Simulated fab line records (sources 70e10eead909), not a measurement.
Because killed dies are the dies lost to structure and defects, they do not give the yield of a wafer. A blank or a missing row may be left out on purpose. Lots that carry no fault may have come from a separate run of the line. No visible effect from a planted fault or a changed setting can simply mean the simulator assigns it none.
fab line records -- flow nand-harc
record lots=6, wafers=18, last-day=24
route steps=1159 shown P_CONTACT@235 P_M0@253 END@1159
lots that met no fault: from a run of the same line without faults
start-h: the number of hours between the record's first day and the start of the first shown wafer of the lot -- wait-h: hours from the lot's prior step to this one -- " identical to the entry in the row above -- L1.1+2: a row that stands for several wafers -- - no value, or no start was given -- * or withheld: withheld -- < > ~ a bound
route shown NAME@n: a module of which the file shows steps, and the number in the route of the first -- usual: mean/standard deviation of fault-free wafers -- same: alike in all rows -- chamber/n: place in a boat -- sites: per-site readings -- _std_site: standard deviation across them -- _edge_site: mean of outer sites minus mean of inner sites -- radius-mm: how far each site lies from the wafer's centre -- mask NAME#n: copy n -- behind: the most recent tool/chamber to have shaped the wafer -- hold: the reason the lot was held/the length of the hold in hours/how it ended -- device: which transistor (n, p or np) failed to switch -- end of line: the same wafers' tests at the end of the route -- a step without rows: its recipe alone -- killed: the dies lost at the first sort to structure and to defects; this is not the yield of the wafer -- map: dies across one wafer; x = killed, . = not, _ = none there
set.NAME: the setting the step ran with; set.NAME@STEP: the setting that earlier step ran with -- model.NAME: the simulator's own value behind a step, which no gauge read
certain route steps with their lots: each step a table, each wafer a row
services: when a tool's chamber went out of use (start-h, in hours from the record's first day, below 0 if earlier), for how many hours, and the reason
## steps
# step NHARC_P_CONTACT_DESCUM_17
# recipe time-s=3, o2-flow-sccm=200, ar-flow-sccm=0, bias-power-w=0, chemistry=O2
# step NHARC_P_CONTACT_ETCH_35
# recipe target-depth-a=390, over-etch-frac=0.3, time-s=65, ion-energy-ev=80, cf4-flow-sccm=150, ar-flow-sccm=0, rf-w=300, bias-w=100, chemistry=CF4
# step NHARC_P_CONTACT_ETCH_36
# recipe target-depth-a=2600, over-etch-frac=0.25, time-s=406.25, ion-energy-ev=200, n2-flow-sccm=150, h2-flow-sccm=150, ar-flow-sccm=0, rf-w=400, bias-w=150, chemistry=N2/H2
# step NHARC_P_CONTACT_ETCH_18
# recipe target-depth-a=4810, time-s=240.5, c4f8-flow-sccm=20, o2-flow-sccm=10, ar-flow-sccm=withheld, rf-w=600, bias-w=1500, chemistry=C4F8/O2/Ar
# step NHARC_P_CONTACT_STRIP_37
# recipe c4f8-flow-sccm=withheld, o2-flow-sccm=8, ar-flow-sccm=withheld, bias-w=0, chemistry=C4F8/O2/Ar
# step NHARC_P_CONTACT_ETCH_31
# recipe target-depth-a=300, time-s=85.7, ion-energy-ev=120, over-etch-frac=1, ch3f-flow-sccm=50, o2-flow-sccm=30, ar-flow-sccm=200, rf-w=500, bias-w=100, chemistry=CH3F/O2
# usual bias-w=100.0/0.32, drypump-motor-current-A=5.9/0.32, mfc-ar-sccm=200.1/0.57, oes-product-au=0.977/0.015, rf-fwd-power-W=496.0/1.8, rf-vpp-V=244.9/1.8, showerhead-plenum-p-Torr=2.50/0.11, throttle-valve-pct=20.664/0.009
lot.wafer,tool,chamber,start-h,wait-h,bias-w,drypump-motor-current-A,mfc-ar-sccm,oes-product-au,rf-fwd-power-W,rf-hours-counter-h,rf-vpp-V,showerhead-plenum-p-Torr,throttle-valve-pct
L490.2,rie-diel-11,0,-,-,100.4,5.4,199.6,0.984,494.1,37,240.9,2.33,20.674
L490.1,rie-diel-11,3,-,-,99.9,5.9,199.6,0.958,496.1,42,244.3,2.47,20.668
L490.5,rie-diel-11,1,-,-,100.2,6.3,200.3,0.986,495.2,-,246.0,2.58,20.679
L496.4,rie-diel-04,0,-,-,100.5,5.9,200.3,0.994,496.1,6,247.6,2.63,20.667
L496.2,rie-diel-04,1,-,-,100.1,5.8,200.8,0.956,497.9,5,243.5,2.38,20.674
L496.3,rie-diel-04,2,-,-,99.8,6.0,199.4,0.945,494.5,5,247.1,2.58,20.663
L499.2,rie-diel-04,1,-,-,99.6,5.8,200.5,0.954,495.9,8,243.3,2.38,20.658
L499.1,rie-diel-04,2,-,-,100.3,6.0,200.9,0.957,496.6,8,245.9,2.58,20.649
L499.4,rie-diel-04,3,-,-,99.7,5.6,199.2,0.995,495.1,7,244.5,2.57,20.643
L502.1,rie-diel-02,0,-,-,100.1,5.3,199.7,0.955,494.6,4,246.0,2.55,20.665
L502.3,rie-diel-02,2,-,-,100.2,5.9,200.0,0.968,496.7,3,242.1,2.33,20.661
L502.4,rie-diel-02,3,-,-,100.7,6.0,200.2,0.975,495.2,-,245.6,2.57,20.664
L506.1,rie-diel-04,2,-,-,99.8,6.0,199.4,0.984,496.7,10,246.2,2.58,20.666
L506.2,rie-diel-04,3,-,-,100.9,5.6,199.4,0.982,494.3,11,245.3,2.57,20.655
L506.6,rie-diel-04,1,-,-,100.1,5.7,200.2,0.956,497.2,-,245.4,2.38,20.660
L510.4,rie-diel-02,2,-,-,99.5,5.9,200.8,0.978,498.2,9,243.3,2.33,20.669
L510.1,rie-diel-02,3,-,-,100.1,6.0,198.7,0.977,496.7,9,245.3,2.57,20.666
L510.5,rie-diel-02,2,-,-,100.0,5.9,199.9,0.985,497.6,-,242.7,2.33,20.671
# step NHARC_P_CONTACT_CD_MEAS_19
# usual cd-nm=89.6/2.1
lot.wafer,tool,chamber,start-h,wait-h,cd-nm
L490.1,cd-sem-01,-,121.27,-,91.6
L490.2,cd-sem-01,-,121.27,-,86.2
L490.5,cd-sem-01,-,121.27,-,88.3
L496.2,cd-sem-01,-,168.24,-,85.6
L496.3,cd-sem-01,-,168.24,-,89.7
L496.4,cd-sem-01,-,168.24,-,90.2
L499.1,cd-sem-02,-,192.34,-,87.3
L499.2,cd-sem-02,-,192.34,-,87.2
L499.4,cd-sem-02,-,192.34,-,89.1
L502.1,cd-sem-03,-,201.68,-,92.3
L502.3,cd-sem-03,-,201.68,-,93.7
L502.4,cd-sem-03,-,201.68,-,94.3
L506.1,cd-sem-03,-,217.41,-,89.0
L506.2,cd-sem-03,-,217.41,-,87.6
L506.6,cd-sem-03,-,217.41,-,89.7
L510.1,cd-sem-03,-,243.58,-,89.5
L510.4,cd-sem-03,-,243.58,-,87.7
L510.5,cd-sem-03,-,243.58,-,87.3
# step NHARC_P_CONTACT_STRIP_28
# recipe o2-flow-sccm=500, ar-flow-sccm=0, bias-w=0, chemistry=O2
# step NHARC_P_CONTACT_STRIP_29
# recipe time-s=1200, temp-c=72.5, chemistry=post-etch-residue-remover
# step NHARC_P_CONTACT_DEGAS_38
# recipe temp-c=300, time-s=60
# step NHARC_P_CONTACT_PRE_CLEAN_39
# recipe time-s=19.5, bias-v=250, gas=Ar
# step NHARC_P_CONTACT_PVD_32
# recipe target-thk-a=50, chamber-pressure-pa=5, power-w=5000, substrate-temp-c=200, time-s=17.7, material=Ti
# step NHARC_P_CONTACT_ALD_22
# recipe target-thk-a=30, pulse-time-s=1, ald-cycles=150, temp-c=450, material=TiN
# usual heater-power-w=1044/120, precursor-pulse-height-rel=1.001/0.02
lot.wafer,tool,chamber,start-h,wait-h,heater-power-w,precursor-pulse-height-rel,since-wet-clean-h
L490.2,ald-metal-01,3,122.25,-,924,0.999,10
L490.1,ald-metal-01,1,122.25,-,1134,0.982,10
L490.5,ald-metal-01,2,122.25,-,1304,1.014,-
L496.4,ald-metal-01,0,169.21,-,989,1.035,57
L496.2,ald-metal-01,2,169.21,-,1315,1.011,57
L496.3,ald-metal-01,3,169.21,-,906,0.968,57
L499.4,ald-metal-01,2,193.33,-,1336,0.958,81
L499.2,ald-metal-01,3,193.33,-,951,0.985,81
L499.1,ald-metal-01,1,193.33,-,1131,1.030,81
L502.4,ald-metal-01,3,202.67,-,933,0.998,91
L502.3,ald-metal-01,0,202.67,-,979,1.027,91
L502.1,ald-metal-01,1,202.67,-,1146,0.986,91
L506.2,ald-metal-01,0,218.41,-,1006,0.994,106
L506.1,ald-metal-01,1,218.41,-,1142,0.992,106
L506.6,ald-metal-01,3,218.41,-,953,1.007,-
L510.1,ald-metal-02,0,244.56,-,1045,0.953,49
L510.4,ald-metal-02,1,244.56,-,1020,1.019,49
L510.5,ald-metal-02,3,244.56,-,845,0.990,-
# step NHARC_P_CONTACT_CVD_23
# recipe target-thk-a=2000, temp-c=300, pressure-torr=40, wf6-flow-sccm=40, h2-flow-sccm=1600, ar-flow-sccm=1560, time-s=557, material=W
# step NHARC_P_CONTACT_CMP_24
# recipe t-overpolish-s=30, target-thk-nm=200
# step NHARC_P_CONTACT_SRD_26
# step NHARC_P_M0_DEP_00
# recipe target-thk-a=1500, target-thk-nm=150, temp-c=withheld, pressure-torr=5, flow-sccm=200, rf-w=600, material=SiOC
# step NHARC_P_M0_DEHYDRATE_01
# recipe temp-c=150, time-s=120
# step NHARC_P_M0_HMDS_02
# recipe time-s=30
# step NHARC_P_M0_COAT_33
# recipe temp-c=200, time-s=65
# step NHARC_P_M0_COAT_03
# recipe spin-rpm=1500, resist-thk-nm=90
# step NHARC_P_M0_SOFTBAKE_04
# recipe temp-c=105, time-s=55
# step NHARC_P_M0_EBR_05
# step NHARC_P_M0_EXPOSE_06
# recipe na=1.35, target-cd-nm=90, dose-mj=81.28, mask-id=P_M0
# step NHARC_P_M0_PEB_07
# recipe peb-temp-c=100, peb-time-s=65
# step NHARC_P_M0_DEVELOP_08
# recipe develop-time-s=35, dev-temp-c=23
# step NHARC_P_M0_CD_MEAS_09
# recipe target-cd-nm=90, landing-energy-ev=500
# usual cd-nm=89.8/0.81
lot.wafer,tool,chamber,start-h,wait-h,cd-nm
L490.1,cd-sem-01,0,126.15,-,90.7
L490.2,cd-sem-01,0,126.15,-,89.5
L490.5,cd-sem-01,0,126.15,-,91.5
L496.2,cd-sem-02,0,181.48,-,90.3
L496.3,cd-sem-02,0,181.48,-,90.4
L496.4,cd-sem-02,0,181.48,-,89.1
L499.1,cd-sem-02,0,197.11,-,89.8
L499.2,cd-sem-02,0,197.11,-,88.8
L499.4,cd-sem-02,0,197.11,-,89.3
L502.1,cd-sem-02,0,211.40,-,88.6
L502.3,cd-sem-02,0,211.40,-,88.0
L502.4,cd-sem-02,0,211.40,-,88.8
L506.1,cd-sem-02,0,220.40,-,90.4
L506.2,cd-sem-02,0,220.40,-,90.2
L506.6,cd-sem-02,0,220.40,-,90.2
L510.1,cd-sem-01,0,247.69,-,89.2
L510.4,cd-sem-01,0,247.69,-,89.7
L510.5,cd-sem-01,0,247.69,-,91.1
# step NHARC_P_M0_OVL_MEAS_10
# recipe pitch-nm=180
# usual overlay-x-nm=0.2/0.9, overlay-y-nm=0.1/1
lot.wafer,tool,chamber,start-h,wait-h,overlay-x-nm,overlay-y-nm
L490.1,overlay-01,-,126.23,-,0.7,0.6
L490.2,overlay-01,-,126.23,-,0.9,0.6
L490.5,overlay-01,-,126.23,-,0.6,1.4
L496.2,overlay-01,-,181.57,-,2.2,0.5
L496.3,overlay-01,-,181.57,-,1.7,0.5
L496.4,overlay-01,-,181.57,-,2.3,0.8
L499.1,overlay-01,-,197.20,-,0.4,-0.8
L499.2,overlay-01,-,197.20,-,0.0,-0.6
L499.4,overlay-01,-,197.20,-,0.7,-0.7
L502.1,overlay-02,-,211.49,-,0.5,-1.2
L502.3,overlay-02,-,211.49,-,1.6,-1.3
L502.4,overlay-02,-,211.49,-,0.9,-1.4
L506.1,overlay-01,-,220.49,-,-1.1,-0.5
L506.2,overlay-01,-,220.49,-,-0.4,-0.4
L506.6,overlay-01,-,220.49,-,-1.2,-0.5
L510.1,overlay-02,-,247.78,-,1.1,1.4
L510.4,overlay-02,-,247.78,-,1.6,1.0
L510.5,overlay-02,-,247.78,-,1.4,1.8
# step NHARC_P_M0_DESCUM_14
# recipe time-s=3, o2-flow-sccm=200, ar-flow-sccm=0, bias-power-w=0, chemistry=O2
# step NHARC_P_M0_ETCH_34
# recipe target-depth-a=400, overetch-a=120, time-s=43.94, ion-energy-ev=200, n2-flow-sccm=150, h2-flow-sccm=150, ar-flow-sccm=0, rf-w=400, bias-w=150, chemistry=N2/H2
# usual bias-w=150.0/0.44, drypump-motor-current-A=5.6/0.49, h2-flow-sccm=150.0/0.44, mfc-ar-sccm=0.009/0.011, oes-product-au=0.996/0.011, rf-fwd-power-W=395.0/1.9, rf-vpp-V=431.0/2.2, showerhead-plenum-p-Torr=2.06/0.077, throttle-valve-pct=14.170/0.0094
lot.wafer,tool,chamber,start-h,wait-h,bias-w,drypump-motor-current-A,h2-flow-sccm,mfc-ar-sccm,oes-product-au,rf-fwd-power-W,rf-hours-counter-h,rf-vpp-V,showerhead-plenum-p-Torr,throttle-valve-pct
L490.1,rie-diel-09,0,126.42,0.1,150.1,5.2,150.3,0.025,0.990,392.5,2.2,431.1,2.09,14.151
L490.2,rie-diel-09,1,126.42,0.1,150.4,5.7,149.6,0.018,0.991,395.8,2.1,433.0,2.13,14.169
L490.5,rie-diel-09,1,126.42,0.1,150.0,5.7,149.7,0.018,0.990,394.7,-,434.2,2.13,14.156
L496.4,rie-diel-03,2,181.76,0.1,149.2,5.5,150.3,0.001,0.993,392.7,10.8,429.6,1.99,14.184
L496.3,rie-diel-03,3,181.76,0.1,149.7,5.7,150.4,0.004,0.996,398.9,11.0,428.5,1.94,14.175
L496.2,rie-diel-03,0,181.76,0.1,149.8,6.0,149.9,0.005,0.976,397.4,10.4,434.2,2.12,14.168
L499.4,rie-diel-08,3,197.38,0.1,149.8,5.2,151.4,0.008,0.996,396.7,4.2,429.5,2.02,14.164
L499.2,rie-diel-08,0,197.38,0.1,149.7,6.4,151.0,0,0.986,397.5,3.4,432.2,2.07,14.176
L499.1,rie-diel-08,1,197.38,0.1,149.9,5.3,150.1,0,0.992,394.3,2.7,427.6,1.96,14.178
L502.4,rie-diel-08,1,211.68,0.1,149.8,5.4,150.0,0,0.996,395.8,2.9,427.7,1.96,14.167
L502.3,rie-diel-08,2,211.68,0.1,149.7,5.1,150.7,0,0.994,395.5,4.4,430.7,2.04,14.168
L502.1,rie-diel-08,3,211.68,0.1,149.9,5.2,150.5,0.008,0.998,394.4,4.4,428.7,2.02,14.189
L506.2,rie-diel-08,2,220.67,0.1,150.0,5.1,150.2,0,0.999,396.7,5.2,430.5,2.04,14.174
L506.1,rie-diel-08,0,220.67,0.1,149.4,6.4,150.2,0,0.992,396.9,4.3,432.3,2.07,14.177
L506.6,rie-diel-08,3,220.67,0.1,150.6,5.2,150.0,0.008,0.996,395.0,-,430.4,2.02,14.181
L510.4,rie-diel-08,2,247.96,0.1,149.4,5.1,150.2,0,1.002,394.7,7.8,431.0,2.04,14.175
L510.1,rie-diel-08,0,247.96,0.1,150.1,6.3,150.1,0,0.990,395.7,6.1,431.8,2.07,14.175
L510.5,rie-diel-08,2,247.96,0.1,150.3,5.1,150.7,0,1.003,394.6,-,430.2,2.04,14.172
# step NHARC_P_M0_ETCH_15
# recipe target-depth-a=1500, overetch-a=150, time-s=82.5, c4f8-flow-sccm=withheld, ar-flow-sccm=400, rf-w=600, bias-w=300, chemistry=C4F8/Ar
# step NHARC_P_M0_CD_MEAS_16
# usual cd-nm=89.3/1.1
lot.wafer,tool,chamber,start-h,wait-h,cd-nm
L490.1,cd-sem-02,-,126.63,-,89.6
L490.2,cd-sem-02,-,126.63,-,90.0
L490.5,cd-sem-02,-,126.63,-,91.8
L496.2,cd-sem-01,-,181.97,-,90.2
L496.3,cd-sem-01,-,181.97,-,90.4
L496.4,cd-sem-01,-,181.97,-,87.4
L499.1,cd-sem-02,-,197.59,-,88.8
L499.2,cd-sem-02,-,197.59,-,87.8
L499.4,cd-sem-02,-,197.59,-,88.2
L502.1,cd-sem-02,-,211.90,-,87.4
L502.3,cd-sem-02,-,211.90,-,88.3
L502.4,cd-sem-02,-,211.90,-,87.1
L506.1,cd-sem-01,-,220.89,-,89.7
L506.2,cd-sem-01,-,220.89,-,89.4
L506.6,cd-sem-01,-,220.89,-,89.4
L510.1,cd-sem-01,-,248.18,-,87.6
L510.4,cd-sem-01,-,248.18,-,89.4
L510.5,cd-sem-01,-,248.18,-,90.6
# step NHARC_P_M0_STRIP_18
# recipe power-w=1000, n2-flow-sccm=150, h2-flow-sccm=150, ar-flow-sccm=0, bias-w=0, chemistry=N2/H2
# usual drypump-motor-current-A=5.6/0.46, h2-flow-sccm=150.0/0.44, mfc-ar-sccm=0.010/0.011, oes-product-au=0.994/0.011, rf-fwd-power-W=997/3.3, rf-vpp-V=90.9/0.94, showerhead-plenum-p-Torr=2.06/0.074, throttle-valve-pct=14.171/0.0098
# same bias-w=0
lot.wafer,tool,chamber,start-h,wait-h,drypump-motor-current-A,h2-flow-sccm,mfc-ar-sccm,oes-product-au,rf-fwd-power-W,rf-hours-counter-h,rf-vpp-V,showerhead-plenum-p-Torr,throttle-valve-pct
L490.1,rie-diel-03,1,126.74,0.1,4.7,150.2,0,0.996,997,5,90.3,2.19,14.164
L490.2,rie-diel-03,2,126.74,0.1,5.6,150.1,0.001,0.984,996,5,91.0,2.00,14.178
L490.5,rie-diel-03,0,126.74,0.1,6.1,150.0,0.005,0.966,1001,-,91.4,2.12,14.166
L496.2,rie-diel-09,3,182.04,0.1,6.3,150.1,0.028,1.003,990,5,91.3,2.17,14.184
L496.3,rie-diel-09,0,182.04,0.1,5.2,149.8,0.025,0.990,994,6,91.1,2.08,14.164
L496.4,rie-diel-09,1,182.04,0.1,5.7,150.7,0.018,1.000,995,6,91.7,2.13,14.165
L499.4,rie-diel-09,2,197.70,0.1,6.0,151.1,0,0.995,997,6,90.7,1.97,14.159
L499.1,rie-diel-09,3,197.70,0.1,6.3,149.6,0.028,1.016,996,7,90.6,2.16,14.161
L499.2,rie-diel-09,0,197.70,0.1,5.3,150.0,0.025,0.984,997,7,91.7,2.08,14.180
L502.1,rie-diel-09,0,211.98,0.1,5.2,149.2,0.025,0.984,998,8,91.3,2.08,14.173
L502.4,rie-diel-09,2,211.98,0.1,6.0,150.4,0,0.994,1002,7,88.7,1.97,14.192
L502.3,rie-diel-09,3,211.98,0.1,6.3,150.9,0.028,1.021,991,7,90.3,2.17,14.165
L506.1,rie-diel-08,3,221.01,0.1,5.2,149.7,0.008,0.992,1000,5,89.1,2.02,14.176
L506.2,rie-diel-08,0,221.01,0.1,6.4,150.6,0,0.990,1001,4,90.6,2.07,14.171
L506.6,rie-diel-08,2,221.01,0.1,5.1,149.6,0,0.995,995,-,91.2,2.04,14.153
L510.4,rie-diel-09,0,248.28,0.1,5.2,150.3,0.025,0.975,999,11,91.3,2.08,14.178
L510.1,rie-diel-09,1,248.28,0.1,5.6,150.0,0.018,0.998,992,12,91.2,2.13,14.141
L510.5,rie-diel-09,3,248.28,0.1,6.3,149.9,0.028,1.011,997,-,91.9,2.16,14.182
# step NHARC_P_M0_STRIP_19
# recipe time-s=600, temp-c=30, chemistry=post-etch-residue-remover
# step NHARC_P_M0_DEGAS_28
# recipe temp-c=250, time-s=60
# usual heater-power-w=327/20
lot.wafer,tool,chamber,start-h,wait-h,heater-power-w
L490.2,pvd-sputter-01,-,127.28,-,335
L490.1,pvd-sputter-01,-,127.28,-,327
L490.5,pvd-sputter-01,-,127.28,-,305
L496.2,pvd-sputter-03,-,182.59,-,363
L496.3,pvd-sputter-03,-,182.59,-,311
L496.4,pvd-sputter-03,-,182.59,-,296
L499.4,pvd-sputter-02,-,198.23,-,311
L499.1,pvd-sputter-02,-,198.23,-,345
L499.2,pvd-sputter-02,-,198.23,-,325
L502.3,pvd-sputter-03,-,212.53,-,314
L502.4,pvd-sputter-03,-,212.53,-,303
L502.1,pvd-sputter-03,-,212.53,-,308
L506.1,pvd-sputter-01,-,221.51,-,335
L506.2,pvd-sputter-01,-,221.51,-,342
L506.6,pvd-sputter-01,-,221.51,-,334
L510.1,pvd-sputter-01,-,248.80,-,312
L510.4,pvd-sputter-01,-,248.80,-,334
L510.5,pvd-sputter-01,-,248.80,-,332
# step NHARC_P_M0_PRE_CLEAN_29
# recipe time-s=30, temp-c=280, gas=H2/He
# step NHARC_P_M0_PVD_20
# recipe target-thk-a=50, bias-v=168.6, power-w=15000, chamber-pressure-pa=0.12, time-s=8.06, substrate-temp-c=50, material=TaN
# usual substrate-temp-c=50.01/0.12, throttle-valve-pct=29.7/1.2
lot.wafer,tool,chamber,start-h,wait-h,substrate-temp-c,throttle-valve-pct
L490.1,pvd-sputter-01,-,-,-,49.93,28.7
L490.2,pvd-sputter-01,-,-,-,50.19,30.5
L490.5,pvd-sputter-01,-,-,-,50.35,27.7
L496.3,pvd-sputter-03,-,-,-,50.06,28.8
L496.4,pvd-sputter-03,-,-,-,49.97,30.2
L496.2,pvd-sputter-03,-,-,-,50.16,29.2
L499.2,pvd-sputter-02,-,-,-,49.91,29.6
L499.4,pvd-sputter-02,-,-,-,49.93,32.1
L499.1,pvd-sputter-02,-,-,-,49.99,30.0
L502.3,pvd-sputter-03,-,-,-,49.89,31.5
L502.4,pvd-sputter-03,-,-,-,50.01,29.3
L502.1,pvd-sputter-03,-,-,-,50.07,30.1
L506.2,pvd-sputter-01,-,-,-,50.04,29.6
L506.1,pvd-sputter-01,-,-,-,49.87,27.1
L506.6,pvd-sputter-01,-,-,-,50.01,29.9
L510.4,pvd-sputter-01,-,-,-,49.95,29.8
L510.1,pvd-sputter-01,-,-,-,49.80,26.8
L510.5,pvd-sputter-01,-,-,-,49.88,30.6
# step NHARC_P_M0_PVD_21
# recipe target-thk-a=300, chamber-pressure-pa=5, power-w=5000, substrate-temp-c=30, time-s=20.49, material=Cu
# step NHARC_P_M0_ECD_22
# recipe target-thk-a=4000, bath-temp-c=25, material=Cu
# step NHARC_END_SORT_01
# recipe temp-c=25
# usual killed-at-array=29/11, killed-at-other=0.5/0.89, killed-at-periphery=3.3/2, killed-dies=32/11, killed-open=3.1/1.9, killed-short=2.3/1.6
# same gross-dies=677
lot.wafer,tool,chamber,start-h,wait-h,killed-at-array,killed-at-other,killed-at-periphery,killed-dies,killed-open,killed-short
L502.4,prober-02,0,532.36,3.4,20,0,90,110,2,5
L506.6,prober-02,0,550.58,4.0,38,0,84,122,1,1
# killed by level:class
L502.4 P_CONTACT:unspecified=88 A_BLC:chamber-film-flake=6 A_CHANNEL_HOLE_D1:chamber-film-flake=6 A_WL_FILL:geometric-particle:short=3 A_CONTACT:chamber-film-flake=2 P_GATE:geometric-particle:short=1 P_GATE:geometric-particle:open=1 A_CONTACT:geometric-particle:open=1
L506.6 P_CONTACT:unspecified=84 A_CHANNEL_HOLE_D1:chamber-film-flake=19 A_SLIT:chamber-film-flake=14 A_STAIRCASE:chamber-film-flake=2 A_CHANNEL_FILL_D1:geometric-particle:short=1 A_M0:geometric-particle:open=1 A_CONTACT:chamber-film-flake=1
# map L502.4 (x killed, . not)
____________.____________
_________......._________
_______.....x....._______
______............x______
_____..............._____
____.................____
____.................____
___............x......___
___............xx.....___
__..........x..........__
__......x..............__
_...............x......._
_.................x....._
_..........x...x....x.x._
_......................._
_.....................x._
...............x........x
......x...............x..
...........x..x..........
..........x..xx.x........
...........xxxx.x........
_.......x.xxxxx........._
_....x....xxxxxxxx.x...._
_.........xxxxxxxx......_
_.........xxxxxxx.....x._
_........xxxxxxxxxx....._
__.x.....xxxxxxxxx.....__
__........xxxxxxx......__
___....x..xxxxxx......___
___........xxxxx......___
____.....xxx.xxx.....____
____.........xx......____
_____..............x_____
______........x....______
_______..........._______
_________......._________
____________.____________
# map L506.6 (x killed, . not)
____________.____________
_________......._________
_______..........._______
______.............______
_____..............._____
____.................____
____.................____
___......x....xx......___
___...........xx.x....___
__...........x.........__
__............xxx......__
_.............x........._
_............x.x........_
_...x..........x........_
_......................._
_......................._
.........................
.........................
..........x..x.xx........
..........x..xx..........
...........xxxx..........
_..........xxxxx......x._
_.........xxxxxxx......._
_.........xxxxxxxxx....._
_.......xxxxxxxxxx......_
_........xxxxxxxxx......_
__....x.xxxxxxxxxx.....__
__......xxxxxxxxxx.....__
___.....xxxxxxxxxx....___
___.x.x.xxxxxxxxx..x..___
____....x.xxx.x.x....____
____.......x.x.x.....____
_____........x......_____
______..x.x........______
_______..........._______
_________......._________
____________.____________
## services
tool,chamber,start-h,hours,kind
ald-metal-01,-,102.00,10.0,pm
pvd-sputter-03,-,102.00,10.0,pm
rie-diel-04,2,104.27,3.2,repair
rie-diel-02,3,105.27,8.2,repair
rie-diel-04,-,111.90,9.0,pm
rie-diel-08,-,124.85,9.0,pm
rie-diel-03,1,143.47,8.0,repair
rie-diel-02,-,150.75,9.0,pm
rie-diel-09,1,153.32,1.7,repair
pvd-sputter-01,-,158.00,10.0,pm
pvd-sputter-02,-,161.85,10.6,repair
rie-diel-03,1,171.90,6.8,repair
rie-diel-02,1,179.52,36.8,repair
rie-diel-08,1,185.84,6.1,repair
rie-diel-02,2,187.59,2.4,repair
rie-diel-04,2,207.96,8.7,repair
ald-metal-01,0,208.80,5.7,repair
pvd-sputter-02,-,214.03,10.0,pm
rie-diel-03,-,215.30,9.0,pm
rie-diel-02,-,220.89,0.9,repair
rie-diel-08,0,222.52,1.3,repair
rie-diel-09,0,226.36,5.7,repair
rie-diel-08,0,236.89,2.9,repair
rie-diel-08,0,248.97,9.3,repair
## key
first-sign step=NHARC_END_SORT_01, reading=killed-at-periphery, direction=up, sigmas=41, usual=3.3, struck=87
effect step=NHARC_END_SORT_01, reading=killed-dies, direction=up, sigmas=7.5, usual=32, struck=116
more-kills-born-at NHARC_P_CONTACT_ALD_22@ald-metal-01=172
met-at NHARC_P_CONTACT_ALD_22
struck-wafers L502.4,L506.6
tester-left-out L502,L506
onset-between 193.33 202.67
fault kind=chamber-particle-source, tool=ald-metal-01, chamber=3, onset-h=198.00, steps=NHARC_P_CONTACT_ALD_22, rate-per-visit-cm2=0.76557, end-h=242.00
# tester-left-out: of these lots the tester's yield and bins aren't shown, on N5 and GAA mostly nor the transistor test; their killed dies are dies lost to structure and defects alone, not to doping, threshold or leakage, so they don't give the yield
